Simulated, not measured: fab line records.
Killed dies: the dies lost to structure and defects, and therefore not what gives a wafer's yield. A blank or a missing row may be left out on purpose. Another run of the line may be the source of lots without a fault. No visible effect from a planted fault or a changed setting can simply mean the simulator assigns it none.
Chamber matching || flow nand harc || NHARC_A_STAIRCASE_DEP_325 on pecvd-01: 3 sister chambers
The step deposits SiO2, target thk 3800 nm. 18 wafers are shown with their chamber, then 9 later ones without.

## WAFERS WITH THEIR CHAMBER
{"wafer": "L076.2", "chamber": 1, "heater power w (W)": 731, "heater power outer w (W)": 416, "susceptor temp C (C)": 400.01}
{"wafer": "L076.3", "chamber": 0, "heater power w (W)": 546, "heater power outer w (W)": 293, "susceptor temp C (C)": 399.94}
{"wafer": "L076.5", "chamber": 2, "heater power w (W)": 690, "heater power outer w (W)": 393, "susceptor temp C (C)": 399.88}
{"wafer": "L077.1", "chamber": 2, "heater power w (W)": 843, "heater power outer w (W)": 510, "susceptor temp C (C)": 400.32}
{"wafer": "L077.3", "chamber": 0, "heater power w (W)": 599, "heater power outer w (W)": 330, "susceptor temp C (C)": 400.03}
{"wafer": "L077.5", "chamber": 0, "heater power w (W)": 537, "heater power outer w (W)": 289, "susceptor temp C (C)": 400.06}
{"wafer": "L080.1", "chamber": 1, "heater power w (W)": 645, "heater power outer w (W)": 358, "susceptor temp C (C)": 400.11}
{"wafer": "L080.5", "chamber": 2, "heater power w (W)": 693, "heater power outer w (W)": 398, "susceptor temp C (C)": 400.02}
{"wafer": "L080.6", "chamber": 0, "heater power w (W)": 545, "heater power outer w (W)": 287, "susceptor temp C (C)": 400.02}
{"wafer": "L083.2", "chamber": 1, "heater power w (W)": 723, "heater power outer w (W)": 442, "susceptor temp C (C)": 399.52}
{"wafer": "L083.3", "chamber": 2, "heater power w (W)": 763, "heater power outer w (W)": 434, "susceptor temp C (C)": 399.90}
{"wafer": "L083.4", "chamber": 1, "heater power w (W)": 623, "heater power outer w (W)": 340, "susceptor temp C (C)": 400.06}
{"wafer": "L087.2", "chamber": 0, "heater power w (W)": 614, "heater power outer w (W)": 350, "susceptor temp C (C)": 400.11}
{"wafer": "L087.3", "chamber": 1, "heater power w (W)": 710, "heater power outer w (W)": 418, "susceptor temp C (C)": 400.24}
{"wafer": "L087.5", "chamber": 2, "heater power w (W)": 708, "heater power outer w (W)": 394, "susceptor temp C (C)": 400.30}
{"wafer": "L088.1", "chamber": 2, "heater power w (W)": 833, "heater power outer w (W)": 477, "susceptor temp C (C)": 400.30}
{"wafer": "L088.3", "chamber": 0, "heater power w (W)": 624, "heater power outer w (W)": 361, "susceptor temp C (C)": 400.15}
{"wafer": "L088.6", "chamber": 1, "heater power w (W)": 593, "heater power outer w (W)": 332, "susceptor temp C (C)": 400.32}

SIGNATURES, as means of the wafers listed above
{"reading": "heater power w", "chamber 0": 577.50, "chamber 1": 670.83, "chamber 2": 755.00, "scatter within a chamber": 57}
{"reading": "heater power outer w", "chamber 0": 318.33, "chamber 1": 384.33, "chamber 2": 434.33, "scatter within a chamber": 43.6}
{"reading": "susceptor temp C", "chamber 0": 400.0517, "chamber 1": 400.0433, "chamber 2": 400.1200, "scatter within a chamber": 0.207}
Rule: a wafer lies at a distance from a chamber equal to the root of the sum of squares, over the readings, of (its reading less the chamber's mean, divided by the reading's scatter). If the next closest chamber is less than 2 further off than the closest, the wafer can't be placed; otherwise it belongs to the closest. The scatter: take each reading less its chamber's mean, square it, sum over the shown wafers, divide by the number of wafers less the number of chambers, and take the root.

## WAFERS MISSING THEIR CHAMBER
{"wafer": "L090.1", "heater power w (W)": 737, "heater power outer w (W)": 444, "susceptor temp C (C)": 399.97}
{"wafer": "L090.2", "heater power w (W)": 693, "heater power outer w (W)": 410, "susceptor temp C (C)": 399.60}
{"wafer": "L090.3", "heater power w (W)": 646, "heater power outer w (W)": 367, "susceptor temp C (C)": 400.14}
{"wafer": "L091.4", "heater power w (W)": 698, "heater power outer w (W)": 392, "susceptor temp C (C)": 400.17}
{"wafer": "L091.5", "heater power w (W)": 536, "heater power outer w (W)": 283, "susceptor temp C (C)": 399.82}
{"wafer": "L091.6", "heater power w (W)": 613, "heater power outer w (W)": 345, "susceptor temp C (C)": 400.29}
{"wafer": "L097.2", "heater power w (W)": 704, "heater power outer w (W)": 385, "susceptor temp C (C)": 400.02}
{"wafer": "L097.3", "heater power w (W)": 626, "heater power outer w (W)": 377, "susceptor temp C (C)": 399.69}
{"wafer": "L097.6", "heater power w (W)": 593, "heater power outer w (W)": 304, "susceptor temp C (C)": 399.83}

## EACH ONE'S CHAMBER
{"wafer": "L090.1", "from the rows above": "can't be placed: 2 or 1", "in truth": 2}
{"wafer": "L090.2", "from the rows above": "can't be placed: 1 or 2 or 0", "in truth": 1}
{"wafer": "L090.3", "from the rows above": "can't be placed: 1 or 0 or 2", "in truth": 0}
{"wafer": "L091.4", "from the rows above": "can't be placed: 1 or 2 or 0", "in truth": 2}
{"wafer": "L091.5", "from the rows above": "can't be placed: 0 or 1", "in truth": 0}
{"wafer": "L091.6", "from the rows above": "can't be placed: 0 or 1 or 2", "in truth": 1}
{"wafer": "L097.2", "from the rows above": "can't be placed: 1 or 2", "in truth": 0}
{"wafer": "L097.3", "from the rows above": "can't be placed: 1 or 0 or 2", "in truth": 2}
{"wafer": "L097.6", "from the rows above": "can't be placed: 0 or 1", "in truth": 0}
Correct placement for 0 of the 9. Not placeable from these rows: 9 (in 8, the candidates include the true chamber). Wrongly placed: 0.
